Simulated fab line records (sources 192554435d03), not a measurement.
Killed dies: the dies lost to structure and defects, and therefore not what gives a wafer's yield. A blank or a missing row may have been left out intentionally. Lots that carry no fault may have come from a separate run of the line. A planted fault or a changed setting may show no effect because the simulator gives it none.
fab line records	flow n5Finfet
[record] lots = 6	wafers = 18	lastDay = 15
route steps=1938 shown MOL_CONTACT_COAG@518 BEOL_M4@1111 PASSIVATION@1936
lots that met no fault: taken from a fault-free run of the same line
startH: the number of hours between the record's first day and the start of the first shown wafer of the lot	waitH: hours from the lot's prior step to this one	" the same as in the row above	L1.1+2: several wafers, shown together as one row	- either no value or no given start	* or withheld: withheld	< > ~ a bound
route shown NAME@n: names a module that has steps shown in the file, with the first one's number in the route	usual: mean/standard deviation of fault-free wafers	same: alike in all rows	chamber/n: place in a boat	sites: the reading at each site	_std_site: standard deviation across them	_edge_site: mean of outer sites minus mean of inner sites	radiusMm: for every site, how far away it sits from the centre of the wafer	mask NAME#n: copy n	behind: the tool/chamber that last shaped the wafer	hold: why the lot was held/for how many hours/how that ended	device: the n, p or np transistor that did not switch	end of line: tests run on the same wafers once the route is complete	a step with no rows: only its recipe	killed: not the wafer's yield, but the dies lost to structure and defects at the first sort	map: shows each die of a wafer: x if killed, . if not, _ if none is there
set.NAME: the setting that was run; set.NAME@STEP: the one run at that earlier step	model.NAME: the simulator's own value behind a step, which no gauge read
lots seen at some steps along the route; tables by step, rows by wafer
services: from which hour (startH, from the record's first day; less than 0 if before it) a tool's chamber was out of use, for how many hours, and why
[[steps]]
[step N5_MOL_CONTACT_COAG_COAT_104]
[recipe] resist = SiARC	tempC = 220	timeS = 60	spinRpm = 1500	resistThkNm = 12
[step N5_MOL_CONTACT_COAG_COAT_58]
[recipe] resist = underlayer	tempC = 205	timeS = 60	spinRpm = 1500	resistThkNm = 10
[step N5_MOL_CONTACT_COAG_COAT_02]
[recipe] resist = CAR-EUV	spinRpm = 1500	resistThkNm = 30
[step N5_MOL_CONTACT_COAG_EBR_04]
[recipe] solvent = PGMEA	ebrWidthMm = 1.5
[step N5_MOL_CONTACT_COAG_SOFTBAKE_03]
[recipe] tempC = 110	timeS = 60	resist = CAR-EUV
[step N5_MOL_CONTACT_COAG_EXPOSE_05]
[recipe] maskId = CA	na = 0.33	sourceShape = annular	sigmaInner = 0.4	sigmaOuter = 0.8	polarization = unpolarized	defocusNm = 0	doseMj = 38.25
[step N5_MOL_CONTACT_COAG_PEB_06]
[recipe] pebTempC = 100	pebTimeS = 60	resist = CAR-EUV
[step N5_MOL_CONTACT_COAG_DEVELOP_07]
[recipe] developTimeS = 30	developer = TMAH	resist = CAR-EUV	rinseLiquid = surfactantRinse	dry = airSpin	devTempC = 23
[step N5_MOL_CONTACT_COAG_CD_MEAS_08]
[recipe] targetCdNm = 28	landingEnergyEv = 500	detector = seInlens	polarity = opening
[usual] cdNm = 28.0/0.33
lot.wafer	tool	chamber	startH	waitH	cdNm
L793.1	cdSem-01	0	106.74	-	28.4
L793.2	"	0	"	"	28.0
L793.5	"	0	"	"	28.1
L795.1	cdSem-01	0	121.88	-	28.3
L795.3	"	0	"	"	28.1
L795.5	"	0	"	"	28.5
L797.3	cdSem-03	0	130.70	-	28.8
L797.4	"	0	"	"	28.8
L797.6	"	0	"	"	28.6
L801.2	cdSem-02	0	154.93	-	27.9
L801.3	"	0	"	"	27.9
L801.6	"	0	"	"	27.8
L802.1	cdSem-03	0	159.51	-	28.1
L802.3	"	0	"	"	28.1
L802.4	"	0	"	"	28.5
L806.1	cdSem-01	0	182.27	-	28.6
L806.2	"	0	"	"	27.5
L806.4	"	0	"	"	27.9
[step N5_MOL_CONTACT_COAG_OVL_MEAS_09]
[recipe] pointsPerWafer = 522
[usual] CA_OVL = 0.5/0.63
lot.wafer	tool	chamber	startH	waitH	CA_OVL[nm]
L793.1	overlay-02	0	106.77	0.0	0.6
L793.2	"	0	"	"	1.5
L793.5	"	0	"	"	1.2
L795.1	overlay-02	0	121.91	0.0	0.5
L795.3	"	0	"	"	0.2
L795.5	"	0	"	"	-0.2
L797.3	overlay-01	0	130.74	0.0	0.1
L797.4	"	0	"	"	0.0
L797.6	"	0	"	"	0.0
L801.2	overlay-02	0	154.97	0.0	-0.1
L801.3	"	0	"	"	-0.2
L801.6	"	0	"	"	0.2
L802.1	overlay-02	0	159.55	0.0	2.1
L802.3	"	0	"	"	1.0
L802.4	"	0	"	"	1.0
L806.1	overlay-01	0	182.30	0.0	-0.5
L806.2	"	0	"	"	0.6
L806.4	"	0	"	"	-0.7
[step N5_MOL_CONTACT_COAG_INSPECT_10]
[recipe] mode = adi	inspectInstrument = brightfield
[usual] rawDefectCount = 77/31
lot.wafer	tool	chamber	startH	waitH	rawDefectCount
L793.1	defectInspect-01	-	106.83	0.1	69
L793.2	"	-	"	"	56
L793.5	"	-	"	"	67
L795.1	defectInspect-02	-	121.97	0.1	96
L795.3	"	-	"	"	98
L795.5	"	-	"	"	74
L797.3	defectInspect-02	-	130.79	0.0	93
L797.4	"	-	"	"	66
L797.6	"	-	"	"	124
L801.2	defectInspect-01	-	155.02	0.0	68
L801.3	"	-	"	"	43
L801.6	"	-	"	"	54
L802.1	defectInspect-02	-	159.61	0.1	55
L802.3	"	-	"	"	47
L802.4	"	-	"	"	69
L806.1	defectInspect-02	-	182.36	0.1	137
L806.2	"	-	"	"	177
L806.4	"	-	"	"	69
[step N5_MOL_CONTACT_COAG_DESCUM_13]
[recipe] chemistry = O2	timeS = 7	sourcePowerW = 50	biasPowerW = 20	pressureMtorr = 20	rfFrequencyHz = 2.712e+07	tempC = 40	resist = CAR-EUV	o2FlowSccm = 225
[usual] drypumpMotorCurrentA = 5.7/0.33	oesProductAu = 0.79/0.079	rfVppV = 243.3/1.2	showerheadPlenumPTorr = 2.10/0.054	throttleValvePct = 20.32/0.28
lot.wafer	tool	chamber	startH	waitH	drypumpMotorCurrentA	oesProductAu	rfHoursCounterH	rfVppV	showerheadPlenumPTorr	throttleValvePct
L793.1	rieDiel-04	1	106.87	0.0	5.4	0.72	189	243.7	2.09	20.33
L793.2	"	3	"	"	6.1	0.83	57	242.0	2.04	20.23
L793.5	"	0	"	"	6.2	0.93	-	244.0	2.15	20.17
L795.1	rieDiel-01	3	122.00	0.0	5.5	0.89	43	243.3	2.14	20.59
L795.3	"	1	"	"	5.6	0.75	176	243.8	2.18	20.86
L795.5	"	2	"	"	5.8	0.69	-	241.1	1.97	20.76
L797.3	rieDiel-01	1	130.82	0.0	5.6	0.75	179	244.8	2.18	20.86
L797.4	"	2	"	"	5.8	0.69	225	241.9	1.97	20.76
L797.6	"	0	"	"	5.1	0.90	-	244.1	2.15	20.34
L801.2	rieDiel-04	0	155.42	0.4	6.2	0.89	35	243.8	2.14	20.19
L801.3	"	1	"	"	5.4	0.69	206	243.2	2.08	20.36
L801.6	"	3	"	"	6.1	0.81	-	240.8	2.03	20.23
L802.1	rieDiel-01	1	159.71	0.1	5.6	0.74	189	244.8	2.18	20.89
L802.3	"	3	"	"	5.5	0.86	57	243.8	2.13	20.59
L802.4	"	2	"	"	5.8	0.68	235	241.8	1.96	20.78
L806.1	rieDiel-04	3	182.44	0.1	6.2	0.80	80	241.7	2.03	20.25
L806.2	"	1	"	"	5.4	0.69	215	241.8	2.08	20.36
L806.4	"	2	"	"	5.5	0.71	196	243.2	2.12	19.95
[step N5_MOL_CONTACT_COAG_ETCH_59]
[recipe] chemistry = N2/H2	target = underlayer	targetDepthA = 130	maskMaterial = CAR-EUV	timeS = 10.4	ionEnergyEv = 200	pressureMtorr = 30	sourceW = 840	biasW = 150	n2FlowSccm = 200	h2FlowSccm = 200	ends = cleared
[usual] drypumpMotorCurrentA = 5.7/0.33	etchRfOnTimeS = 10.3/0.39	oesProductAu = 0.68/0.068	rfVppV = 524.4/2.1	showerheadPlenumPTorr = 2.56/0.071	throttleValvePct = 17.79/0.24
lot.wafer	tool	chamber	startH	waitH	drypumpMotorCurrentA	etchRfOnTimeS	oesProductAu	rfHoursCounterH	rfVppV	showerheadPlenumPTorr	throttleValvePct
L793.1	rieDiel-04	1	106.90	0.0	5.4	10.5	0.61	189	523.2	2.52	17.61
L793.2	"	3	"	"	6.1	10.3	0.70	57	521.3	2.46	17.53
L793.5	"	0	"	"	6.2	10.0	0.79	-	525.3	2.61	17.63
L795.1	rieDiel-01	3	122.04	0.0	5.5	10.4	0.74	43	524.8	2.59	17.93
L795.3	"	1	"	"	5.6	10.6	0.63	176	527.5	2.65	18.35
L795.5	"	2	"	"	5.8	10.8	0.58	-	520.2	2.41	18.31
L797.3	rieDiel-01	1	130.86	0.0	5.5	7.9	0.74	179	524.6	2.65	18.38
L797.4	"	2	"	"	5.8	10.9	0.58	225	521.2	2.41	18.30
L797.6	"	0	"	"	5.1	7.5	0.94	-	525.5	2.64	17.94
L801.2	rieDiel-04	0	155.45	0.0	6.2	10.1	0.77	35	524.9	2.60	17.68
L801.3	"	1	"	"	5.4	10.7	0.60	206	523.0	2.51	17.60
L801.6	"	3	"	"	6.1	10.5	0.69	-	521.4	2.45	17.55
L802.1	rieDiel-01	1	159.74	0.0	5.5	10.9	0.61	189	527.3	2.65	18.37
L802.3	"	3	"	"	5.5	7.9	0.85	57	524.1	2.58	17.98
L802.4	"	2	"	"	5.9	11.0	0.57	235	521.0	2.41	18.32
L806.1	rieDiel-04	3	182.47	0.0	6.1	10.4	0.67	80	522.8	2.45	17.55
L806.2	"	1	"	"	5.4	10.8	0.59	215	522.4	2.51	17.61
L806.4	"	2	"	"	5.4	9.9	0.62	196	526.4	2.64	17.69
[step N5_MOL_CONTACT_COAG_ETCH_105]
[recipe] chemistry = CF4	target = SiARC	targetDepthA = 156	maskMaterial = CAR-EUV	timeS = 26	ionEnergyEv = 80	pressureMtorr = 40	sourceW = 545	biasW = 36	Ar_flow_sccm = 100	cf4FlowSccm = 100	ends = cleared
[usual] drypumpMotorCurrentA = 5.7/0.33	etchRfOnTimeS = 25.8/0.97	oesProductAu = 0.68/0.067	rfVppV = 184.1/1	showerheadPlenumPTorr = 2.15/0.052	throttleValvePct = 15.55/0.26
lot.wafer	tool	chamber	startH	waitH	drypumpMotorCurrentA	etchRfOnTimeS	oesProductAu	rfHoursCounterH	rfVppV	showerheadPlenumPTorr	throttleValvePct
L793.1	rieDiel-04	1	106.92	0.0	5.4	26.3	0.61	189	183.3	2.14	15.55
L793.2	"	3	"	"	6.1	26.3	0.70	57	184.0	2.08	15.33
L793.5	"	0	"	"	6.2	25.2	0.79	-	183.7	2.18	15.21
L795.1	rieDiel-01	3	122.06	0.0	5.5	26.4	0.74	43	183.8	2.16	15.59
L795.3	"	1	"	"	5.6	26.5	0.64	176	184.8	2.22	15.91
L795.5	"	2	"	"	5.9	27.0	0.58	-	182.0	2.05	16.14
L797.3	rieDiel-01	1	130.87	0.0	5.5	26.3	0.63	179	184.9	2.21	15.91
L797.4	"	2	"	"	5.9	27.2	0.58	225	182.4	2.05	16.12
L797.6	"	0	"	"	5.1	24.8	0.79	-	184.6	2.19	15.43
L801.2	rieDiel-04	0	155.47	0.0	6.2	24.9	0.76	35	184.5	2.18	15.25
L801.3	"	1	"	"	5.4	26.7	0.60	206	183.9	2.13	15.60
L801.6	"	3	"	"	6.1	26.2	0.69	-	182.5	2.07	15.36
L802.1	rieDiel-01	1	159.76	0.0	5.6	26.4	0.63	189	184.7	2.21	15.95
L802.3	"	3	"	"	5.5	26.4	0.72	57	184.3	2.16	15.61
L802.4	"	2	"	"	5.8	27.3	0.57	235	182.9	2.05	16.17
L806.1	rieDiel-04	3	182.49	0.0	6.2	26.2	0.68	80	183.5	2.07	15.36
L806.2	"	1	"	"	5.4	27.0	0.58	215	184.1	2.13	15.63
L806.4	"	2	"	"	5.5	24.4	0.62	196	185.9	2.21	15.46
[step N5_BEOL_M4_RC_MEAS_101]
[usual] DIBL_N = 36.0/2.2	DIBL_P = 35.9/2.6	IOFF_N = 0.16/0.038	IOFF_P = 0.21/0.042	ION_N = 675/15	ION_P = 463/10	SS_N = 71.5/0.62	SS_P = 73.2/0.76	VT_N = 250/4.1	VT_P = -251/3.6
lot.wafer	tool	chamber	startH	waitH	DIBL_N[mV/V]	DIBL_P[mV/V]	IOFF_N[nA/um]	IOFF_P[nA/um]	ION_N[uA/um]	ION_P[uA/um]	SS_N[mV/dec]	SS_P[mV/dec]	VT_N[mV]	VT_P[mV]
L793.1	prober-02	0	194.10	0.0	33.9	33.8	0.12	0.14	668	453	71.6	72.6	255	-257
L793.2	"	0	"	"	33.6	33.6	0.12	0.15	665	455	71.1	73.0	252	-255
L793.5	"	0	"	"	33.2	33.9	0.11	0.14	657	457	71.0	72.8	254	-258
L795.1	prober-01	0	195.21	0.0	34.6	34.5	0.14	0.19	683	470	71.3	73.1	249	-251
L795.3	"	0	"	"	31.4	31.4	0.11	0.16	667	461	70.3	72.1	251	-252
L795.5	"	0	"	"	35.9	36.8	0.16	0.20	689	465	71.7	73.3	249	-252
L797.3	prober-01	0	214.59	0.3	37.3	36.8	0.17	0.23	674	467	72.5	73.3	248	-250
L797.4	"	0	"	"	34.7	34.1	0.12	0.18	678	471	71.6	73.0	252	-252
L797.6	"	0	"	"	33.4	33.1	0.12	0.17	682	472	70.7	71.9	252	-253
L801.2	prober-01	0	230.65	0.2	37.6	35.9	0.17	0.25	688	479	71.0	73.6	251	-247
L801.3	"	0	"	"	36.6	33.7	0.13	0.20	673	468	70.5	72.3	251	-250
L801.6	"	0	"	"	36.8	33.6	0.14	0.21	660	454	71.1	73.3	251	-249
L802.1	prober-01	0	247.29	0.0	35.2	36.2	0.15	0.20	679	463	71.0	72.9	250	-247
L802.3	"	0	"	"	34.9	37.1	0.16	0.21	685	467	71.1	72.7	246	-248
L802.4	"	0	"	"	36.3	36.2	0.14	0.19	647	444	72.0	72.4	253	-251
L806.1	prober-01	0	262.09	0.0	34.9	36.9	0.16	0.23	678	471	70.9	73.9	248	-248
L806.2	"	0	"	"	36.0	37.1	0.17	0.23	681	461	71.4	73.7	244	-248
L806.4	"	0	"	"	37.8	40.2	0.24	0.28	723	484	72.0	74.1	239	-247
[step N5_PASSIVATION_PROBE_49]
[usual] defectLimitedYield = 91.4/1.6	killed_at_M0_to_M3 = 35/10	killed_at_M4_up = 12/4.7	killedAtContacts = 12/5.8	killedAtFrontEnd = 38/12	killedAtOther = 4/3.2	killedDies = 102/18	killedOpen = 68/14	killedShort = 32/8	sort_bin_5_function = 5.1/0.96	sort_bin_6_memory = 3.2/0.77	sortNPass = 1078/20	sortYieldPct = 91.3/1.7
[same] grossDies = 1180	killedAtBackSide = 0	sort_bin_4_leakage[%] = 0	sort_bin_8_speed[%] = 0
lot.wafer	tool	chamber	startH	waitH	defectLimitedYield[%]	killed_at_M0_to_M3	killed_at_M4_up	killedAtContacts	killedAtFrontEnd	killedAtOther	killedDies	killedOpen	killedShort	sort_bin_5_function[%]	sort_bin_6_memory[%]	sortNPass	sortYieldPct[%]
L793.1	prober-02	-	298.76	0.0	91.2	35	8	27	33	1	104	70	32	4.6	3.7	1076	91.2
L793.2	prober-02	-	298.81	0.1	90.3	40	18	7	47	2	114	71	42	6.3	3.4	1066	90.3
L793.5	prober-02	-	298.96	0.2	89.7	44	23	18	36	0	121	92	26	6.2	3.9	1059	89.7
// killed by level:class
L793.1 MOL_CONTACT_COAG:geometricParticle:open=21 BEOL_M1:geometricParticle:open=14 MOL_CONTACT_COAG:geometricParticle:short=6 BEOL_M3:geometricParticle:short=6 FIN_SAQP:geometricParticle:open=5 STI_FIN_REVEAL:geometricParticle:open=4 BEOL_M3:geometricParticle:open=4 STARTING-WAFER:geometricParticle:open=4
L793.2 BEOL_M1:geometricParticle:open=18 FIN_SAQP:geometricParticle:short=13 STI_FIN_REVEAL:geometricParticle:open=9 BEOL_M4:geometricParticle:open=8 FIN_SAQP:geometricParticle:open=7 GATE_CUT:geometricParticle:short=6 MOL_CONTACT_COAG:geometricParticle:open=5 BEOL_M0_SAQP:geometricParticle:short=5
L793.5 BEOL_M1:geometricParticle:open=21 FIN_SAQP:geometricParticle:open=15 MOL_CONTACT_COAG:geometricParticle:open=14 BEOL_M4:geometricParticle:open=14 BEOL_M2:geometricParticle:open=6 BEOL_M0_SAQP:geometricParticle:open=5 FIN_SAQP:geometricParticle:short=4 STI_FIN_REVEAL:geometricParticle:open=4
[[services]]
tool	chamber	startH	hours	kind
rieDiel-04	0	102.22	2.3	repair
rieDiel-01	1	173.91	5.0	repair
[[key]]
[firstSign] step = N5_MOL_CONTACT_COAG_ETCH_59	reading = etchRfOnTimeS	direction = down	sigmas = 6.5	usual = *	struck = *
[effect] step = N5_MOL_CONTACT_COAG_ETCH_59	reading = oesProductAu	direction = up	sigmas = 2.5	usual = 0.68	struck = 0.85	wafersMoved = 2
metAt N5_MOL_CONTACT_COAG_ETCH_59
struckWafers L797.3,L797.6,L802.3
[baselineLoss] step = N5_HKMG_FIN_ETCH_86	wafers = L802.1
onsetBetween 122.04 130.86
[fault] kind = processParameterDrift	tool = rieDiel-01	chamber = -	onsetH = 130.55	steps = N5_MOL_CONTACT_COAG_ETCH_59	channel = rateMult	offset = 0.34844	shape = step	endH = 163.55	scope = struckWafersOnly
// baselineLoss: these wafers lose ten dies or more at that step, a loss of the line's own and not of a fault; the sort's usual values leave them out
